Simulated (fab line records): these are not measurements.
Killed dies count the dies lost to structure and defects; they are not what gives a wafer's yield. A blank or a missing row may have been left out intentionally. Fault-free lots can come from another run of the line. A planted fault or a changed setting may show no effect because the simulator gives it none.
A lot that was struck, set against a sound lot / flow nand_harc / 14 out of 1159 route steps
Sound: wafers L853.1, L853.3, L853.6. Struck: wafer L846.3 (left out: L846.5, a lot-mate that was not struck); the cause follows at the end.
Per side, at each step with rows, come the tool, then ch with its chambers, and then its first start. Under that, the readings that differ: sound wafers / struck wafers / difference of the means / sigmas: that difference in standard deviations of wafers without a fault.
alike: same words and numbers on both sides, and readings whose means sit less than 2 such deviations apart. not compared: any withheld reading, any reading some wafer has no value for, any bound like >300 that may hide the same value, and any number with overlapping values for which the record gives no deviation.
The two part at a step that has a row with sigmas, a row that says differs or no value, or rows on one side only. When numbers do not overlap yet have no deviation, they are printed without sigmas and do not part them. Lack of a reading on every wafer of one side parts them only where that side has two or more wafers.

first, 4 steps without rows for these wafers: NHARC_A_WL_FILL_STRIP_28 (strips in post etch residue remover, time 1200 s); NHARC_A_WL_FILL_PRECLEAN_06 (cleans in DIW, time 300 s); NHARC_A_WL_FILL_SRD_07; NHARC_A_WL_FILL_ANNEAL_08 (time 1800 s).
NHARC_A_WL_FILL_ALD_10: deposits SiO2, target thk 50 nm, pulse time 10 s, ald cycles 500.
  sound on ald_hk-03 ch 0,1,2, day 21 00:19; struck on ald_hk-04 ch 1, day 20 11:13
  alike: heater_power_w, precursor_pulse_height_rel
NHARC_A_WL_FILL_ETCHBACK_16: etches the open film in C4F8/O2/Ar, target depth 88 nm, time 17.6 s.
  sound on rie_diel-13 ch 1,2; struck on rie_diel-13 ch 0
  alike: bias_w, oes_product_au, rf_vpp_V
  not compared: rf_hours_counter_h
NHARC_A_WL_FILL_STRIP_29: strips in O2, time 20 s.
  sound on rie_diel-13 ch 0,3, day 21 04:32; struck on rie_diel-13 ch 0, day 20 14:26
  alike: drypump_motor_current_A, oes_product_au, rf_vpp_V, showerhead_plenum_p_Torr, throttle_valve_pct
  not compared: rf_hours_counter_h
NHARC_A_WL_FILL_ETCHBACK_17: etches the open film in Cl2/BCl3, target depth 4 nm, time 26.7 s.
  sound on rie_metal-02 ch 0,1, day 21 04:38; struck on rie_metal-01 ch 0, day 20 14:34
  alike: drypump_motor_current_A, he_backside_leak_sccm, oes_product_au
  not compared: rf_hours_counter_h
then, 3 steps without rows for these wafers: NHARC_A_WL_FILL_PRECLEAN_18 (cleans in dHF, time 30 s); NHARC_A_WL_FILL_SRD_21; NHARC_A_WL_FILL_CVD_23 (deposits poly-Si, target thk 40 nm, time 800 s).
NHARC_A_WL_FILL_ETCHBACK_26: etches the open film in HBr, target depth 52 nm, time 13.3 s.
  sound on rie_si-03 ch 1,2, day 21 09:40; struck on rie_si-06 ch 1, day 20 19:56
reading=oes_product_au (a.u.); sound=1.002 1.013 1.009; struck=0.875; difference=-0.133; sigmas=-16
  alike: bias_w, drypump_motor_current_A, he_backside_leak_sccm, throttle_valve_pct
  not compared: rf_hours_counter_h
then, 1 step without rows for these wafers: NHARC_A_WL_FILL_PRECLEAN_30 (cleans in dHF, time 10 s).
-- jump in the record: it breaks off in module A_WL_FILL and resumes in module END (first step shown: number 1159 of the route), and 6 days separate the struck wafers' starts before and after --
NHARC_END_SORT_01:
  sound on prober-01 ch 0, day 27 18:12; struck on prober-01 ch 0, day 26 20:16
reading=killed_at_array; sound=53 60 46; struck=27; difference=-26; sigmas=-2
reading=killed_dies; sound=58 71 54; struck=32; difference=-29; sigmas=-2
  alike: killed_at_other, killed_at_periphery, killed_open, killed_short

== WHERE THEY PART ==
Earliest at NHARC_A_WL_FILL_ETCHBACK_26; latest, in this record, at NHARC_END_SORT_01.

WHY: whatever the simulator had introduced
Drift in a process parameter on rie_si-06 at NHARC_A_WL_FILL_ETCHBACK_26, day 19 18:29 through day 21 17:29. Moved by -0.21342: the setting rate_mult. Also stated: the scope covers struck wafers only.
